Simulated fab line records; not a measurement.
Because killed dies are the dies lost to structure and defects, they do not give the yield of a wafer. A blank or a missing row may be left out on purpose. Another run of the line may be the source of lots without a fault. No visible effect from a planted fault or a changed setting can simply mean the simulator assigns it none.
Which tool was responsible?	flow n5-finfet	route of 1938 steps, sampled at 1 step: 24 lots, 72 wafers

WHAT THE GAUGES READ, wafer by wafer
N5_GATE_CUT_INSPECT_15: inspects for defects (brightfield).
lot	measured	on	raw-defect-count
L074	day 4 17:59	defect-inspect-02	164 99 106
L075	day 5 00:11	defect-inspect-01	80 106 109
L076	day 5 01:22	defect-inspect-01	81 93 109
L078	day 5 14:39	defect-inspect-02	121 92 123
L077	day 5 16:13	defect-inspect-01	135 117 110
L079	day 6 01:12	defect-inspect-01	174 173 207
L080	day 6 02:43	defect-inspect-02	132 209 121
L081	day 6 08:42	defect-inspect-02	234 172 222
L082	day 6 13:22	defect-inspect-02	85 120 73
L083	day 6 21:07	defect-inspect-01	150 141 203
L084	day 7 02:52	defect-inspect-01	138 202 195
L085	day 7 09:52	defect-inspect-01	111 137 98
L086	day 7 12:07	defect-inspect-01	122 66 88
L087	day 7 15:08	defect-inspect-01	154 100 87
L088	day 8 00:10	defect-inspect-01	272 187 163
L089	day 8 07:37	defect-inspect-02	120 173 199
L090	day 8 11:01	defect-inspect-01	160 79 139
L091	day 8 20:05	defect-inspect-01	98 102 104
L092	day 9 02:45	defect-inspect-01	244 244 199
L093	day 9 09:55	defect-inspect-02	166 185 150
L094	day 9 12:46	defect-inspect-01	144 160 119
L095	day 9 20:08	defect-inspect-01	119 135 105
L096	day 10 02:04	defect-inspect-02	140 140 136
L097	day 10 08:38	defect-inspect-01	234 102 122

TOOL THAT RAN EACH LOT (tool first, then ch and the chambers of the sampled wafers, then the start)
The record shows no process step preceding these readings.

WHAT THE TOOLS THEMSELVES READ (means of the sampled wafers that have a number; where no wafer has one, the mark that the record gives instead)
The record holds no such reading with a usual standard deviation.

THE ANSWER, worked out from the rows above alone
Rule: the usual values come from the lots themselves. Put in order of their means at a reading, lots are off if they are a third of the lots or fewer, leave a main group of 4 or more, and stand apart from it by a gap of 3 or more times the standard deviation of the main group's means; of several such gaps the widest counts. Not used: any main group whose means are identical at the precision the tables above print for the reading. A lot without any number at a reading at which 4 lots or more have one is off too. Any other lot the step has rows for is counted as sound. Order of review: gauges by route order, followed by the tools' own readings, for which a lot's mean as printed above is used. The first step at which some lot is off is used, and at that step the reading that is off furthest; a lot without a number counts as furthest.
No lot is off on any of the readings shown, so nothing can be concluded from this.

WHAT HAD BEEN PUT IN BY THE SIMULATOR
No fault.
